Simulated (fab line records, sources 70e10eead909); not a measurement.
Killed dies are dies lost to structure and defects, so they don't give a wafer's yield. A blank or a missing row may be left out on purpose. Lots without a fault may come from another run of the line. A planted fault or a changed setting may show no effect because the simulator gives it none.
Which tool did it? | flow nand_harc | 13 lots, 39 wafers sampled, at 5 steps of a route of 1302

WHAT THE GAUGES READ, wafer by wafer
NHARC_P_GATE_CD_MEAS_46: target cd 720 nm.
lot  | measured     | on        | cd_nm (nm)
L720 | day 6 01:12  | cd_sem-02 | 716.6 721.0 718.0
L723 | day 7 04:09  | cd_sem-03 | 716.0 717.0 719.0
L724 | day 7 19:34  | cd_sem-02 | 720.5 717.4 718.2
L725 | day 7 20:18  | cd_sem-02 | 724.0 722.4 717.1
L728 | day 9 05:00  | cd_sem-01 | 718.7 722.6 719.2
L729 | day 9 12:09  | cd_sem-02 | 720.8 723.3 720.8
L730 | day 10 05:56 | cd_sem-02 | 721.5 720.3 724.5
L733 | day 11 16:40 | cd_sem-03 | 719.9 715.8 714.5
L734 | day 11 16:20 | cd_sem-02 | 723.1 720.0 718.9
L735 | day 12 09:19 | cd_sem-02 | 715.7 719.5 717.3
L740 | day 14 02:13 | cd_sem-03 | 720.1 719.0 721.7
L741 | day 14 21:01 | cd_sem-03 | 718.6 717.8 719.4
L742 | day 15 00:47 | cd_sem-03 | 718.0 719.0 716.6

NHARC_END_SORT_01.
lot  | measured     | on        | killed_at_array | killed_at_other | killed_at_periphery | killed_dies | killed_open | killed_short
L723 | day 25 14:04 | prober-02 | 96 83 77        | 0 0 0           | 2 3 3               | 98 86 80    | 2 2 3       | 3 2 2
L724 | day 26 17:33 | prober-02 | 77 85 82        | 2 1 1           | 3 0 2               | 82 86 85    | 2 2 4       | 1 2 5
L730 | day 28 07:37 | prober-01 | 22 28 22        | 2 0 2           | 6 3 2               | 30 31 26    | 4 1 2       | 1 2 3

WHICH TOOL RAN EACH LOT (tool, then ch and the chambers of the sampled wafers, then the start)
lot  | NHARC_P_ZERO_WELL_PECVD_02     | NHARC_P_GATE_DESCUM_48             | NHARC_P_GATE_STRIP_76
L720 | pecvd-03 ch 0,1,2, day 2 06:27 | rie_diel-12 ch 1,2,3, day 6 01:22  | plasma_asher-01 ch 0,1, day 6 03:47
L723 | pecvd-02 ch 1,2, day 3 12:28   | rie_diel-08 ch 0,1,2, day 7 04:19  | plasma_asher-01 ch 0,1, day 7 06:34
L724 | pecvd-03 ch 0,1,2, day 3 22:29 | rie_diel-12 ch 0,1,3, day 7 19:44  | plasma_asher-02 ch 0,1, day 7 22:16
L725 | pecvd-02 ch 0,1,2, day 4 08:29 | rie_diel-06 ch 0,1,2, day 7 20:28  | plasma_asher-02 ch 0,1, day 7 22:43
L728 | pecvd-02 ch 0,1,2, day 5 14:29 | rie_diel-06 ch 2,3, day 9 05:10    | plasma_asher-01 ch 0,1, day 9 07:33
L729 | pecvd-03 ch 0,1,2, day 6 00:26 | rie_diel-12 ch 0,1, day 9 12:19    | plasma_asher-01 ch 1, day 9 14:59
L730 | pecvd-04 ch 0,1, day 6 10:29   | rie_diel-08 ch 0,3, day 10 06:07   | plasma_asher-01 ch 0,1, day 10 08:24
L733 | pecvd-02 ch 0,1,2, day 7 16:29 | rie_diel-06 ch 1,3, day 11 16:50   | plasma_asher-02 ch 0,1, day 11 19:17
L734 | pecvd-02 ch 0,2, day 8 02:29   | rie_diel-12 ch 0,2, day 11 16:31   | plasma_asher-01 ch 0,1, day 11 18:47
L735 | pecvd-04 ch 0,2, day 8 12:26   | rie_diel-06 ch 0,1,2, day 12 09:32 | plasma_asher-01 ch 0,1, day 12 11:56
L740 | pecvd-03 ch 1,2, day 10 14:29  | rie_diel-08 ch 2,3, day 14 02:23   | plasma_asher-02 ch 0,1, day 14 04:41
L741 | pecvd-02 ch 0,1, day 11 00:27  | rie_diel-08 ch 0,2,3, day 14 21:11 | plasma_asher-01 ch 0, day 14 23:34
L742 | pecvd-03 ch 0,2, day 11 10:29  | rie_diel-12 ch 1,2,3, day 15 00:56 | plasma_asher-02 ch 0,1, day 15 03:19
- NHARC_P_ZERO_WELL_PECVD_02: deposits SiO2, target thk 10 nm.
- NHARC_P_GATE_DESCUM_48: chemistry O2, time 3 s.
- NHARC_P_GATE_STRIP_76: strips in O2.

WHAT THE TOOLS THEMSELVES READ (means of the sampled wafers that have a number; where no wafer has one, the mark that the record gives instead)
NHARC_P_ZERO_WELL_PECVD_02.
lot  | tool     | chamber_pressure_Torr (Torr) | susceptor_temp_C (C)
L720 | pecvd-03 | 6.506                        | 399.96
L723 | pecvd-02 | 6.486                        | 399.95
L724 | pecvd-03 | 6.507                        | 399.93
L725 | pecvd-02 | 6.511                        | 400.16
L728 | pecvd-02 | 6.499                        | 400.02
L729 | pecvd-03 | 6.485                        | 400.03
L730 | pecvd-04 | 6.514                        | 399.99
L733 | pecvd-02 | -                            | -
L734 | pecvd-02 | -                            | -
L735 | pecvd-04 | -                            | -
L740 | pecvd-03 | 6.504                        | 400.00
L741 | pecvd-02 | 6.498                        | 400.01
L742 | pecvd-03 | 6.509                        | 400.05

NHARC_P_GATE_DESCUM_48.
lot  | tool        | drypump_motor_current_A (A) | oes_product_au (a.u.) | rf_vpp_V (V) | showerhead_plenum_p_Torr (Torr) | throttle_valve_pct (%)
L720 | rie_diel-12 | 5.9                         | 1.003                 | 57.9         | 1.86                            | 11.309
L723 | rie_diel-08 | 5.5                         | 1.006                 | 57.1         | 1.92                            | 11.304
L724 | rie_diel-12 | 6.0                         | 0.998                 | 57.4         | 1.87                            | 11.315
L725 | rie_diel-06 | 6.3                         | 1.016                 | 57.5         | 1.95                            | 11.323
L728 | rie_diel-06 | 5.7                         | 1.004                 | 57.0         | 1.92                            | 11.305
L729 | rie_diel-12 | 5.9                         | 0.992                 | 57.7         | 1.92                            | 11.304
L730 | rie_diel-08 | 5.3                         | 1.003                 | 57.2         | 1.90                            | 11.315
L733 | rie_diel-06 | 5.8                         | 1.012                 | 58.2         | 1.85                            | 11.318
L734 | rie_diel-12 | 5.9                         | 0.976                 | 58.3         | 1.83                            | 11.320
L735 | rie_diel-06 | 6.3                         | 1.011                 | 57.8         | 1.94                            | 11.308
L740 | rie_diel-08 | 5.7                         | 1.012                 | 57.4         | 1.92                            | 11.326
L741 | rie_diel-08 | 5.5                         | 1.000                 | 58.1         | 1.92                            | 11.309
L742 | rie_diel-12 | 5.9                         | 0.999                 | 57.5         | 1.86                            | 11.308

NHARC_P_GATE_STRIP_76.
lot  | tool            | drypump_motor_current_A (A) | heater_power_w (W)
L720 | plasma_asher-01 | 5.6                         | 358
L723 | plasma_asher-01 | 5.9                         | 325
L724 | plasma_asher-02 | 5.8                         | 352
L725 | plasma_asher-02 | 5.6                         | 343
L728 | plasma_asher-01 | 5.9                         | 329
L729 | plasma_asher-01 | 6.1                         | 299
L730 | plasma_asher-01 | 5.6                         | 356
L733 | plasma_asher-02 | 5.7                         | 351
L734 | plasma_asher-01 | 5.9                         | 332
L735 | plasma_asher-01 | 5.9                         | 331
L740 | plasma_asher-02 | 5.6                         | 341
L741 | plasma_asher-01 | 5.4                         | 383
L742 | plasma_asher-02 | 5.8                         | 344

THE ANSWER, worked out from the rows above alone
Rule: what is usual is taken from the lots themselves. Put in order of their means at a reading, lots are off if they are a third of the lots or fewer, leave a main group of 4 or more, and stand apart from it by a gap of 3 or more times the standard deviation of the main group's means; of several such gaps the widest counts. A main group whose means are all the same, to the digits that the tables above print for the reading, isn't used. A lot without any number at a reading at which 4 lots or more have one is off too. The other lots that the step has rows for count as sound. The gauges are gone through in route order, then the tools' own readings, and for those a lot's mean is taken as printed above. The first step at which some lot is off is used, and at that step the reading that is off furthest; a lot without a number counts as furthest.
Off: L733, L734, L735, at NHARC_P_ZERO_WELL_PECVD_02 (chamber_pressure_Torr). Without a number there: L733, L734, L735. The main group: mean 6.502 Torr, standard deviation 0.0094.
A tool fits if, at that step or a process step before it, it ran every lot that is off, and no sound lot after the first of them. None of those tried fits.

WHAT THE SIMULATOR HAD PUT IN
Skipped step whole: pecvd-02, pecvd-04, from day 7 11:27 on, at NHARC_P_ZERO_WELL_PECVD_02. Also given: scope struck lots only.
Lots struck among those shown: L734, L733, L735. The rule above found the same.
